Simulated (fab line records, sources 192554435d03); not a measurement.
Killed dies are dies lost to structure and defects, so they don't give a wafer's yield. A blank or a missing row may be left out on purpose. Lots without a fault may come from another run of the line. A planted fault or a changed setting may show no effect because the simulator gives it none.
fab line records | flow n5_finfet
record lots=11 wafers=33 last_day=18
route steps=1938 shown BEOL_M4@1106 BEOL_M5@1127 PASSIVATION@1936
lots that met no fault: from a run of the same line without faults
start_h: hours from the record's first day to the start of the lot's first wafer shown | wait_h: hours since the lot's step before | " the same as in the row above | L1.1+2: a row that stands for several wafers | - no value, or no start given | * or withheld: withheld | < > ~ a bound
route shown NAME@n: a module of which the file shows steps, and the number in the route of the first | usual: mean/standard deviation of fault-free wafers | same: alike in all rows | chamber/n: place in a boat | sites: the reading at each site | _std_site: their standard deviation | _edge_site: outer sites' mean less inner sites' | radius_mm: how far each site lies from the wafer's centre | mask NAME#n: copy n | behind: the tool/chamber that last shaped the wafer | hold: why the lot was held/for how many hours/how that ended | device: the transistor (n, p or np) that didn't switch | end of line: the same wafers' tests at the end of the route | a step without rows: its recipe alone | killed: dies lost to structure and defects at the first sort, not the wafer's yield | map: a wafer's dies, x killed, . not, _ none there
set.NAME: the setting as run; set.NAME@STEP: as run at that earlier step | model.NAME: the simulator's own value behind a step, which no gauge read
steps of the route over a sample of lots; a table a step, a row a wafer
services: from which hour (start_h, from the record's first day; less than 0 if before it) a tool's chamber was out of use, for how many hours, and why
## steps
# step N5_BEOL_M4_CO_CAP_55
# recipe material=Co target_thk_a=20 temp_c=200 precursor=CCTBA/H2 pressure_torr=30 time_s=102.1
# usual heater_power_w=249/22
# columns lot.wafer tool chamber start_h wait_h heater_power_w
L226.1 cvd_co-02 1 187.41 0.0 269
L226.3 " 0 " " 249
L226.6 " 2 " " 203
L228.3 cvd_co-01 0 201.69 0.0 239
L228.4 " 2 " " 243
L228.5 " 1 " " 273
L230.1 cvd_co-01 2 211.03 0.0 245
L230.3 " 1 " " 268
L230.6 " 1 " " 273
L229.3 cvd_co-01 0 215.89 0.0 246
L229.4 " 1 " " 264
L229.6 " 2 " " 240
L233.1 cvd_co-01 2 235.04 0.0 250
L233.2 " 1 " " 266
L233.4 " 0 " " 245
L234.1 cvd_co-02 2 235.47 0.0 204
L234.2 " 1 " " 267
L234.6 " 2 " " 202
L236.1 cvd_co-02 1 258.81 0.0 267
L236.3 " 0 " " 253
L236.6 " 0 " " 251
L237.1 cvd_co-01 2 283.36 0.0 250
L237.3 " 0 " " 241
L237.6 " 0 " " 248
L244.1 cvd_co-02 0 313.59 0.0 251
L244.2 " 2 " " 203
L244.5 " 0 " " 252
L245.2 cvd_co-01 0 317.58 0.0 243
L245.3 " 1 " " 274
L245.4 " 0 " " 252
L246.2 cvd_co-01 2 322.47 0.0 244
L246.3 " 0 " " 246
L246.4 " 2 " " 241
# step N5_BEOL_M4_INSPECT_59
# recipe inspect_instrument=darkfield mode=post_dep
# usual raw_defect_count=70/21
# columns lot.wafer tool chamber start_h wait_h raw_defect_count
L226.1 defect_inspect-02 - 187.62 0.0 97
L226.3 " - " " 72
L226.6 " - " " 57
L228.3 defect_inspect-02 - 201.90 0.0 67
L228.4 " - " " 69
L228.5 " - " " 35
L230.1 defect_inspect-01 - 211.24 0.0 58
L230.3 " - " " 44
L230.6 " - " " 53
L229.3 defect_inspect-02 - 216.10 0.0 103
L229.4 " - " " 61
L229.6 " - " " 82
L233.1 defect_inspect-01 - 235.26 0.0 79
L233.2 " - " " 58
L233.4 " - " " 87
L234.1 defect_inspect-01 - 235.68 0.0 76
L234.2 " - " " 85
L234.6 " - " " 88
L236.1 defect_inspect-02 - 259.05 0.0 59
L236.3 " - " " 75
L236.6 " - " " 76
L237.1 defect_inspect-02 - 283.60 0.0 70
L237.3 " - " " 73
L237.6 " - " " 80
L244.1 defect_inspect-01 - 313.80 0.0 80
L244.2 " - " " 50
L244.5 " - " " 45
L245.2 defect_inspect-02 - 317.83 0.0 54
L245.3 " - " " 46
L245.4 " - " " 83
L246.2 defect_inspect-01 - 322.68 0.0 59
L246.3 " - " " 69
L246.4 " - " " 111
# step N5_BEOL_M5_OVL_MEAS_12
# recipe points_per_wafer=522
# usual M5_OVL=0.1/0.63
# columns lot.wafer tool chamber start_h wait_h M5_OVL[nm]
L226.1 overlay-01 0 190.69 0.0 -0.6
L226.3 " 0 " " 0.0
L226.6 " 0 " " -0.4
L228.3 overlay-01 0 204.17 0.0 -0.5
L228.4 " 0 " " -0.7
L228.5 " 0 " " -1.5
L230.1 overlay-01 0 213.36 0.0 0.5
L230.3 " 0 " " 0.6
L230.6 " 0 " " -0.4
L229.3 overlay-02 0 219.61 0.0 0.3
L229.4 " 0 " " -0.2
L229.6 " 0 " " 0.2
L233.1 overlay-01 0 242.30 0.0 0.8
L233.2 " 0 " " -0.3
L233.4 " 0 " " -0.6
L234.1 overlay-02 0 242.33 0.0 0.5
L234.2 " 0 " " 0.2
L234.6 " 0 " " 0.3
L236.1 overlay-02 0 261.71 0.0 -1.0
L236.3 " 0 " " 0.1
L236.6 " 0 " " 0.5
L237.1 overlay-01 0 286.26 0.0 -0.8
L237.3 " 0 " " -0.3
L237.6 " 0 " " 0.3
L244.1 overlay-01 0 317.05 0.0 0.6
L244.2 " 0 " " -0.2
L244.5 " 0 " " 0.6
L245.2 overlay-01 0 321.76 0.0 0.1
L245.3 " 0 " " 0.9
L245.4 " 0 " " -0.5
L246.2 overlay-01 0 325.77 0.0 0.3
L246.3 " 0 " " 1.0
L246.4 " 0 " " 0.7
# step N5_BEOL_M5_ETCH_72
# recipe chemistry=N2/H2 target=underlayer target_depth_a=65 mask_material=CAR-EUV time_s=5.2 ion_energy_ev=200 pressure_mtorr=30 source_w=840 bias_w=150 n2_flow_sccm=200 h2_flow_sccm=200 ends=cleared
# usual drypump_motor_current_A=5.9/0.35 etch_rf_on_time_s=5.21/0.17 oes_product_au=0.69/0.085 rf_vpp_V=524.7/2.7 showerhead_plenum_p_Torr=2.57/0.091 throttle_valve_pct=17.89/0.28
# columns lot.wafer tool chamber start_h wait_h drypump_motor_current_A etch_rf_on_time_s oes_product_au rf_hours_counter_h rf_vpp_V showerhead_plenum_p_Torr throttle_valve_pct
L226.1 rie_diel-02 3 190.88 0.0 5.9 5.27 0.75 40 526.7 2.60 17.77
L226.3 " 2 " " 5.2 5.33 0.77 27 524.2 2.60 17.82
L226.6 " 0 " " 6.5 5.26 0.59 - 520.3 2.40 18.02
L228.3 rie_diel-02 0 204.28 0.0 6.6 5.33 0.60 231 518.0 2.39 18.04
L228.4 " 2 " " 5.2 5.34 0.76 31 524.0 2.60 17.84
L228.5 " 0 " " 6.5 5.32 0.60 - 520.0 2.40 18.03
L230.1 rie_diel-04 3 213.49 0.0 5.4 4.94 0.73 72 523.4 2.59 17.72
L230.3 " 1 " " 5.8 5.22 0.57 255 523.4 2.51 18.20
L230.6 " 0 " " 6.3 5.36 0.57 - 521.5 2.40 18.26
L229.3 rie_diel-04 3 220.01 0.0 5.4 4.91 0.72 75 523.7 2.59 17.72
L229.4 " 0 " " 6.4 5.28 0.58 - 520.0 2.40 18.27
L229.6 " 3 " " 5.4 4.90 0.71 - 525.6 2.59 17.71
L233.1 rie_diel-06 0 242.42 0.0 5.8 5.06 0.74 48 526.2 2.58 17.41
L233.2 " 1 " " 6.0 5.10 0.83 12 530.2 2.70 17.68
L233.4 " 3 " " 5.9 5.22 0.70 87 522.3 2.47 18.32
L234.1 rie_diel-04 2 242.46 0.0 5.4 5.13 0.66 132 528.2 2.67 17.97
L234.2 " 1 " " 5.8 5.16 0.57 265 523.3 2.51 18.22
L234.6 " 1 " " 5.8 5.18 0.56 - 523.2 2.51 18.22
L236.1 rie_diel-02 3 262.37 0.0 5.9 5.30 0.72 62 524.7 2.59 17.80
L236.3 " 1 " " 5.9 5.39 0.61 172 523.6 2.53 18.23
L236.6 " 1 " " 5.9 5.40 0.62 - 523.3 2.53 18.22
L237.1 rie_diel-04 1 286.39 0.0 5.8 5.10 0.84 4 522.1 2.50 17.71
L237.3 " 0 " " 6.3 3.04 1.10 11 530.0 2.72 17.88
L237.6 " 0 " " 6.4 3.03 1.11 - 528.1 2.72 17.91
L244.1 rie_diel-06 0 317.18 0.0 5.8 4.99 0.72 71 525.5 2.57 17.45
L244.2 " 1 " " 5.9 5.14 0.78 34 529.6 2.69 17.73
L244.5 " 3 " " 5.8 5.37 0.66 - 521.7 2.46 18.36
L245.2 rie_diel-02 0 321.89 0.0 6.5 5.12 0.80 13 526.5 2.70 17.66
L245.3 " 2 " " 5.3 5.43 0.70 70 525.5 2.58 17.87
L245.4 " 1 " " 5.9 5.41 0.60 192 524.4 2.52 18.24
L246.2 rie_diel-02 3 325.89 0.0 5.9 5.32 0.69 84 523.9 2.58 17.83
L246.3 " 1 " " 5.9 5.40 0.60 194 523.6 2.52 18.27
L246.4 " 2 " " 5.2 5.41 0.71 71 526.7 2.58 17.88
# step N5_PASSIVATION_PROBE_49
# usual defect_limited_yield=91.7/1.5 killed_at_M0_to_M3=32/10 killed_at_M4_up=14/5.3 killed_at_contacts=13/5.7 killed_at_front_end=37/10 killed_at_other=3.3/2.5 killed_dies=98/18 killed_on_rim=13/3.6 killed_open=65/13 killed_short=31/7.5 sort_bin_5_function=4.9/0.91 sort_bin_6_memory=3.1/0.71 sort_n_pass=1082/18 sort_yield_pct=91.7/1.5
# same gross_dies=1180 killed_at_back_side=0 sort_bin_4_leakage[%]=0 sort_bin_8_speed[%]=0
# columns lot.wafer tool chamber start_h wait_h defect_limited_yield[%] killed_at_M0_to_M3 killed_at_M4_up killed_at_contacts killed_at_front_end killed_at_other killed_dies killed_on_rim killed_open killed_short sort_bin_5_function[%] sort_bin_6_memory[%] sort_n_pass sort_yield_pct[%]
L226.1 prober-02 - 289.12 0.0 91.4 40 14 6 39 3 102 12 67 33 4.7 3.6 1078 91.4
L226.3 prober-02 - 289.22 0.1 91.8 24 8 24 39 2 97 13 65 29 5.3 2.8 1083 91.8
L226.6 prober-02 - 289.37 0.3 92.4 31 13 14 31 1 90 12 72 18 5.1 2.3 1090 92.4
L229.3 prober-01 - 316.77 0.1 91.9 29 8 12 43 4 96 8 68 27 4.2 3.5 1084 91.9
L229.4 prober-01 - 316.82 0.2 93.2 31 13 13 22 1 80 10 51 25 4.1 2.3 1100 93.2
L229.6 prober-01 - 316.92 0.3 91.8 29 21 18 24 5 97 14 72 24 5.2 3.0 1083 91.8
L228.3 prober-01 - 322.60 0.1 92.6 33 10 6 36 2 87 8 59 28 4.2 3.0 1093 92.6
L228.4 prober-01 - 322.65 0.2 92.0 28 17 16 32 1 94 13 69 22 4.3 3.5 1086 92.0
L228.5 prober-01 - 322.70 0.2 90.8 43 9 13 44 0 109 14 81 27 5.3 4.0 1071 90.8
L230.1 prober-02 - 327.90 0.0 91.0 21 17 20 45 3 106 17 70 35 5.5 3.1 1074 91.0
L230.3 prober-02 - 328.00 0.1 91.4 20 24 10 43 5 102 14 70 28 3.9 4.3 1078 91.4
L230.6 prober-02 - 328.15 0.3 92.3 20 14 18 36 3 91 15 58 31 4.4 3.1 1089 92.3
L234.1 prober-02 - 337.00 0.0 91.7 35 8 16 38 1 98 14 72 25 4.7 3.3 1082 91.7
L234.2 prober-02 - 337.05 0.1 88.0 51 23 30 36 2 142 14 96 44 6.1 5.8 1038 88.0
L234.6 prober-02 - 337.25 0.3 90.5 33 10 28 36 5 112 20 76 31 5.5 3.2 1068 90.5
L233.1 prober-01 - 342.09 0.0 91.5 23 8 14 50 5 100 14 52 47 4.8 3.1 1080 91.5
L233.2 prober-01 - 342.14 0.1 89.8 38 14 13 53 2 120 16 71 47 6.1 3.6 1060 89.8
L233.4 prober-01 - 342.24 0.2 92.2 27 10 10 43 2 92 9 65 27 5.2 2.4 1088 92.2
L236.1 prober-02 - 360.48 0.0 88.8 39 16 22 51 4 132 17 79 46 6.4 3.7 1048 88.8
L236.3 prober-02 - 360.58 0.1 90.4 38 15 14 45 1 113 13 76 32 5.8 3.4 1067 90.4
L236.6 prober-02 - 360.73 0.3 91.8 37 14 19 24 3 97 13 66 29 4.8 3.2 1083 91.8
L237.1 prober-02 - 377.27 0.0 91.4 36 12 12 36 6 102 12 70 32 5.0 3.6 1078 91.4
L237.3 prober-02 - 377.37 0.1 89.3 51 12 23 39 1 126 17 82 44 5.8 4.3 1054 89.3
L237.6 prober-02 - 377.52 0.3 91.4 48 9 8 34 3 102 12 65 37 5.7 2.9 1078 91.4
L245.2 prober-02 - 428.52 0.1 91.3 28 16 10 44 5 103 17 74 29 5.1 3.3 1077 91.3
L245.3 prober-02 - 428.57 0.1 89.9 47 11 10 48 3 119 16 82 33 5.3 4.2 1061 89.9
L245.4 prober-02 - 428.62 0.2 90.0 39 20 9 46 4 118 12 85 33 5.8 4.1 1062 90.0
L244.1 prober-02 - 428.77 0.1 94.3 20 8 3 33 3 67 8 41 20 2.9 2.2 1113 94.3
L244.2 prober-02 - 428.82 0.2 92.8 37 12 8 26 2 85 17 55 29 4.7 2.1 1095 92.8
L244.5 prober-02 - 428.97 0.3 93.9 18 9 8 33 4 72 15 43 28 3.2 2.5 1108 93.9
L246.2 prober-02 - 434.63 0.1 91.0 29 12 16 47 2 106 15 69 36 5.6 3.1 1074 91.0
L246.3 prober-02 - 434.68 0.1 92.2 24 13 12 33 10 92 18 54 37 5.0 2.4 1088 92.2
L246.4 prober-02 - 434.73 0.2 89.2 41 16 23 47 1 128 18 82 46 6.2 4.4 1052 89.2
# killed by level:class
L226.1 STI_FIN_REVEAL:geometric_particle:open=12 FIN_SAQP:geometric_particle:short=7 BEOL_M3:geometric_particle:open=7 MOL_CONTACT_COAG:geometric_particle:open=6 BEOL_M0_SAQP:geometric_particle:open=6 BEOL_M2:geometric_particle:open=6 BEOL_M0_SAQP:geometric_particle:short=5 BEOL_M0:geometric_particle:open=5
L226.3 MOL_CONTACT_COAG:geometric_particle:open=20 STI_FIN_REVEAL:geometric_particle:open=11 FIN_SAQP:geometric_particle:short=6 DUMMY_GATE:geometric_particle:open=5 BEOL_M0_SAQP:geometric_particle:short=5 BEOL_M1:geometric_particle:open=5 BEOL_M2:geometric_particle:open=5 FIN_SAQP:geometric_particle:open=4
L226.6 BEOL_M2:geometric_particle:open=12 STI_FIN_REVEAL:geometric_particle:open=11 MOL_CONTACT_COAG:geometric_particle:open=10 DUMMY_GATE:geometric_particle:open=8 BEOL_M0_SAQP:geometric_particle:open=7 BEOL_M0_SAQP:geometric_particle:short=5 FIN_SAQP:geometric_particle:short=4 MOL_CONTACT_COAG:geometric_particle:short=4
L229.3 FIN_SAQP:geometric_particle:open=13 MOL_CONTACT_COAG:geometric_particle:open=11 BEOL_M1:geometric_particle:open=10 STI_FIN_REVEAL:geometric_particle:open=8 FIN_SAQP:geometric_particle:short=7 DUMMY_GATE:geometric_particle:open=7 BEOL_M0_SAQP:geometric_particle:open=4 BEOL_M7:geometric_particle:open=4
L229.4 MOL_CONTACT_COAG:geometric_particle:open=11 BEOL_M2:geometric_particle:open=8 FIN_SAQP:geometric_particle:short=6 BEOL_M1:geometric_particle:open=6 BEOL_M0_SAQP:geometric_particle:short=4 BEOL_M2:geometric_particle:short=4 FIN_SAQP:geometric_particle:open=3 DUMMY_GATE:geometric_particle:open=3
L229.6 BEOL_M2:geometric_particle:open=19 BEOL_M4:geometric_particle:open=10 MOL_CONTACT_COAG:geometric_particle:short=9 MOL_CONTACT_COAG:geometric_particle:open=9 FIN_SAQP:geometric_particle:open=7 BEOL_M1:geometric_particle:open=5 BEOL_M5:geometric_particle:open=4 BEOL_M3:geometric_particle:open=3
L228.3 BEOL_M2:geometric_particle:open=12 FIN_SAQP:geometric_particle:open=8 FIN_SAQP:geometric_particle:short=6 MOL_CONTACT_COAG:geometric_particle:open=6 BEOL_M1:geometric_particle:open=6 BEOL_M0_SAQP:geometric_particle:short=5 BEOL_M4:geometric_particle:open=5 DUMMY_GATE:geometric_particle:open=4
L228.4 MOL_CONTACT_COAG:geometric_particle:open=11 BEOL_M2:geometric_particle:open=10 BEOL_M4:geometric_particle:open=9 STI_FIN_REVEAL:geometric_particle:open=8 FIN_SAQP:geometric_particle:open=7 MOL_CONTACT_COAG:geometric_particle:short=5 BEOL_M0_SAQP:geometric_particle:open=5 BEOL_M1:geometric_particle:short=4
L228.5 FIN_SAQP:geometric_particle:open=17 BEOL_M1:geometric_particle:open=14 BEOL_M2:geometric_particle:open=11 MOL_CONTACT_COAG:geometric_particle:open=10 FIN_SAQP:geometric_particle:short=7 GATE_CUT:geometric_particle:open=6 BEOL_M2:geometric_particle:short=5 BEOL_M4:geometric_particle:open=5
L230.1 MOL_CONTACT_COAG:geometric_particle:open=14 GATE_CUT:geometric_particle:short=11 DUMMY_GATE:geometric_particle:open=11 FIN_SAQP:geometric_particle:open=7 MOL_CONTACT_COAG:geometric_particle:short=6 BEOL_M4:geometric_particle:open=6 BEOL_M2:geometric_particle:open=5 BEOL_M0_SAQP:geometric_particle:open=4
L230.3 BEOL_M4:geometric_particle:open=16 DUMMY_GATE:geometric_particle:open=10 MOL_CONTACT_COAG:geometric_particle:open=8 BEOL_M2:geometric_particle:open=8 FIN_SAQP:geometric_particle:short=6 BEOL_M0_SAQP:geometric_particle:open=6 GATE_CUT:geometric_particle:short=5 FIN_SAQP:geometric_particle:open=4
L230.6 MOL_CONTACT_COAG:geometric_particle:open=17 BEOL_M4:geometric_particle:open=8 FIN_SAQP:geometric_particle:short=7 GATE_CUT:geometric_particle:short=7 BEOL_M2:geometric_particle:open=7 BEOL_M0_SAQP:geometric_particle:open=5 STI_FIN_REVEAL:geometric_particle:open=5 FIN_SAQP:geometric_particle:open=4
L234.1 MOL_CONTACT_COAG:geometric_particle:open=11 STI_FIN_REVEAL:geometric_particle:open=9 DUMMY_GATE:geometric_particle:open=9 BEOL_M1:geometric_particle:open=8 BEOL_M2:geometric_particle:open=7 BEOL_M3:geometric_particle:open=6 FIN_SAQP:geometric_particle:open=5 MOL_CONTACT_COAG:geometric_particle:short=5
L234.2 MOL_CONTACT_COAG:geometric_particle:open=22 BEOL_M3:geometric_particle:open=17 BEOL_M4:geometric_particle:open=11 MOL_CONTACT_COAG:geometric_particle:short=8 BEOL_M1:geometric_particle:open=7 GATE_CUT:geometric_particle:short=7 BEOL_M0_SAQP:geometric_particle:short=6 BEOL_M2:geometric_particle:open=6
L234.6 MOL_CONTACT_COAG:geometric_particle:open=24 DUMMY_GATE:geometric_particle:open=7 BEOL_M4:geometric_particle:open=7 BEOL_M0:geometric_particle:open=6 BEOL_M1:geometric_particle:open=6 BEOL_M2:geometric_particle:open=6 BEOL_M0_SAQP:geometric_particle:short=5 BEOL_M3:geometric_particle:open=5
L233.1 FIN_SAQP:geometric_particle:short=12 MOL_CONTACT_COAG:geometric_particle:open=12 FIN_SAQP:geometric_particle:open=7 DUMMY_GATE:geometric_particle:open=7 STARTING-WAFER:geometric_particle:short=7 STI_FIN_REVEAL:geometric_particle:open=6 BEOL_M0_SAQP:geometric_particle:short=6 BEOL_M3:geometric_particle:short=5
L233.2 FIN_SAQP:geometric_particle:short=22 MOL_CONTACT_COAG:geometric_particle:open=12 BEOL_M0_SAQP:geometric_particle:open=10 BEOL_M0_SAQP:geometric_particle:short=9 FIN_SAQP:geometric_particle:open=7 STI_FIN_REVEAL:geometric_particle:open=6 BEOL_M1:geometric_particle:open=6 BEOL_M6:geometric_particle:open=6
L233.4 STI_FIN_REVEAL:geometric_particle:open=14 FIN_SAQP:geometric_particle:short=10 MOL_CONTACT_COAG:geometric_particle:open=10 FIN_SAQP:geometric_particle:open=6 BEOL_M0_SAQP:geometric_particle:short=6 BEOL_M0_SAQP:geometric_particle:open=6 BEOL_M1:geometric_particle:open=6 BEOL_M2:geometric_particle:open=3
L236.1 FIN_SAQP:geometric_particle:open=15 MOL_CONTACT_COAG:geometric_particle:open=13 MOL_CONTACT_COAG:geometric_particle:short=9 FIN_SAQP:geometric_particle:short=8 BEOL_M0_SAQP:geometric_particle:short=8 BEOL_M1:geometric_particle:open=7 BEOL_M0_SAQP:geometric_particle:open=5 BEOL_M0:geometric_particle:open=4
L236.3 BEOL_M1:geometric_particle:open=14 FIN_SAQP:geometric_particle:open=12 MOL_CONTACT_COAG:geometric_particle:open=12 BEOL_M0_SAQP:geometric_particle:short=7 BEOL_M4:geometric_particle:open=7 DUMMY_GATE:geometric_particle:open=6 BEOL_M0_SAQP:geometric_particle:open=5 BEOL_M1:geometric_particle:short=5
L236.6 MOL_CONTACT_COAG:geometric_particle:open=15 BEOL_M0_SAQP:geometric_particle:open=11 BEOL_M1:geometric_particle:open=10 FIN_SAQP:geometric_particle:open=7 BEOL_M0_SAQP:geometric_particle:short=7 FIN_SAQP:geometric_particle:short=5 BEOL_M4:geometric_particle:open=5 STI_FIN_REVEAL:geometric_particle:open=4
L237.1 FIN_SAQP:geometric_particle:short=11 MOL_CONTACT_COAG:geometric_particle:open=10 BEOL_M2:geometric_particle:open=8 FIN_SAQP:geometric_particle:open=7 BEOL_M3:geometric_particle:open=7 BEOL_M0_SAQP:geometric_particle:short=7 BEOL_M0_SAQP:geometric_particle:open=6 STI_FIN_REVEAL:geometric_particle:open=4
L237.3 MOL_CONTACT_COAG:geometric_particle:open=20 BEOL_M0_SAQP:geometric_particle:open=15 BEOL_M0_SAQP:geometric_particle:short=15 FIN_SAQP:geometric_particle:short=10 FIN_SAQP:geometric_particle:open=9 BEOL_M2:geometric_particle:open=8 ILD0:geometric_particle:open=5 BEOL_M1:geometric_particle:open=5
L237.6 BEOL_M2:geometric_particle:open=13 FIN_SAQP:geometric_particle:open=12 BEOL_M0_SAQP:geometric_particle:short=9 FIN_SAQP:geometric_particle:short=7 BEOL_M3:geometric_particle:open=7 MOL_CONTACT_COAG:geometric_particle:open=6 BEOL_M1:geometric_particle:open=6 BEOL_M0_SAQP:geometric_particle:open=5
L245.2 STI_FIN_REVEAL:geometric_particle:open=14 MOL_CONTACT_COAG:geometric_particle:open=8 BEOL_M3:geometric_particle:open=7 BEOL_M4:geometric_particle:open=6 STI_FIN_REVEAL:geometric_particle:short=5 BEOL_M0_SAQP:geometric_particle:open=5 DUMMY_GATE:geometric_particle:open=4 BEOL_M2:geometric_particle:open=4
L245.3 STI_FIN_REVEAL:geometric_particle:open=13 BEOL_M3:geometric_particle:open=13 BEOL_M2:geometric_particle:open=10 DUMMY_GATE:geometric_particle:open=8 MOL_CONTACT_COAG:geometric_particle:open=8 BEOL_M0_SAQP:geometric_particle:open=6 GATE_CUT:geometric_particle:short=5 BEOL_M0_SAQP:geometric_particle:short=5
L245.4 STI_FIN_REVEAL:geometric_particle:open=15 BEOL_M2:geometric_particle:open=11 MOL_CONTACT_COAG:geometric_particle:open=9 FIN_SAQP:geometric_particle:open=8 BEOL_M1:geometric_particle:open=7 BEOL_M0_SAQP:geometric_particle:short=6 FIN_SAQP:geometric_particle:short=5 BEOL_M4:geometric_particle:open=5
L244.1 BEOL_M2:geometric_particle:open=6 FIN_SAQP:geometric_particle:short=4 GATE_CUT:geometric_particle:short=4 BEOL_M3:geometric_particle:open=4 STARTING-WAFER:geometric_particle:open=4 STI_FIN_REVEAL:geometric_particle:open=3 BEOL_M0:geometric_particle:open=3 STARTING-WAFER:geometric_particle:short=3
L244.2 BEOL_M2:geometric_particle:open=10 MOL_CONTACT_COAG:geometric_particle:open=7 BEOL_M1:geometric_particle:open=7 GATE_CUT:geometric_particle:open=6 BEOL_M2:geometric_particle:short=6 GATE_CUT:geometric_particle:short=5 BEOL_M3:geometric_particle:open=5 BEOL_M0_SAQP:geometric_particle:short=4
L244.5 FIN_SAQP:geometric_particle:open=9 FIN_SAQP:geometric_particle:short=9 BEOL_M2:geometric_particle:open=8 MOL_CONTACT_COAG:geometric_particle:open=7 BEOL_M0_SAQP:geometric_particle:short=5 GATE_CUT:geometric_particle:short=4 DUMMY_GATE:geometric_particle:open=2 GATE_CUT:geometric_particle:open=2
L246.2 FIN_SAQP:geometric_particle:open=14 MOL_CONTACT_COAG:geometric_particle:open=12 BEOL_M0_SAQP:geometric_particle:open=11 BEOL_M0_SAQP:geometric_particle:short=10 STI_FIN_REVEAL:geometric_particle:open=8 GATE_CUT:geometric_particle:short=8 FIN_SAQP:geometric_particle:short=6 MOL_CONTACT_COAG:geometric_particle:short=4
L246.3 FIN_SAQP:geometric_particle:open=12 BEOL_M0_SAQP:geometric_particle:short=8 BEOL_M0_SAQP:geometric_particle:open=8 MOL_CONTACT_COAG:geometric_particle:open=7 FIN_SAQP:geometric_particle:short=5 MOL_CONTACT_COAG:geometric_particle:short=5 GATE_CUT:geometric_particle:short=4 BEOL_M4:geometric_particle:short=4
L246.4 MOL_CONTACT_COAG:geometric_particle:open=19 BEOL_M0_SAQP:geometric_particle:short=19 FIN_SAQP:geometric_particle:open=16 BEOL_M0_SAQP:geometric_particle:open=12 GATE_CUT:geometric_particle:short=7 BEOL_M5:geometric_particle:open=6 STI_FIN_REVEAL:geometric_particle:open=5 BEOL_M3:geometric_particle:open=5
## services
# columns tool chamber start_h hours kind
rie_diel-06 1 180.43 - clean
rie_diel-06 1 180.43 - consumable_replace:focus_ring
rie_diel-02 1 183.49 5.8 repair
cvd_co-02 - 185.55 0.8 repair
cvd_co-01 0 196.13 2.6 repair
cvd_co-01 - 197.12 0.5 repair
cvd_co-02 - 198.07 14.6 pm
rie_diel-02 - 199.34 2.8 pm
rie_diel-04 0 228.92 - clean
rie_diel-04 0 228.92 - consumable_replace:focus_ring
rie_diel-04 0 228.92 - consumable_replace:showerhead
rie_diel-04 0 228.92 27.6 scheduled_down
rie_diel-04 0 228.92 27.6 vent_cycle
rie_diel-04 1 256.49 - clean
rie_diel-04 1 256.49 - consumable_replace:focus_ring
rie_diel-04 1 256.49 17.6 scheduled_down
rie_diel-04 1 256.49 17.6 vent_cycle
rie_diel-06 1 256.96 4.2 repair
rie_diel-02 0 265.89 - clean
rie_diel-02 0 265.89 - consumable_replace:focus_ring
rie_diel-02 0 265.89 - consumable_replace:showerhead
rie_diel-02 0 265.89 15.8 scheduled_down
rie_diel-02 0 265.89 15.8 vent_cycle
rie_diel-06 - 301.29 2.1 repair
## key
first_sign step=N5_BEOL_M5_ETCH_72 reading=etch_rf_on_time_s direction=down sigmas=13 usual=* struck=*
effect step=N5_BEOL_M5_ETCH_72 reading=oes_product_au direction=up sigmas=4.9 usual=0.69 struck=1.11
met_at N5_BEOL_M5_ETCH_72
struck_lots L237
struck_wafers L237.3,L237.6
not_acting_at N5_BEOL_M4_CO_CAP_55,N5_BEOL_M4_INSPECT_59,N5_BEOL_M5_OVL_MEAS_12
onset_between 242.46 286.39
fault kind=process_parameter_drift tool=rie_diel-04 chamber=- onset_h=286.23 steps=N5_BEOL_M5_ETCH_72 channel=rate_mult offset=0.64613 shape=step end_h=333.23 scope=struck_wafers_only
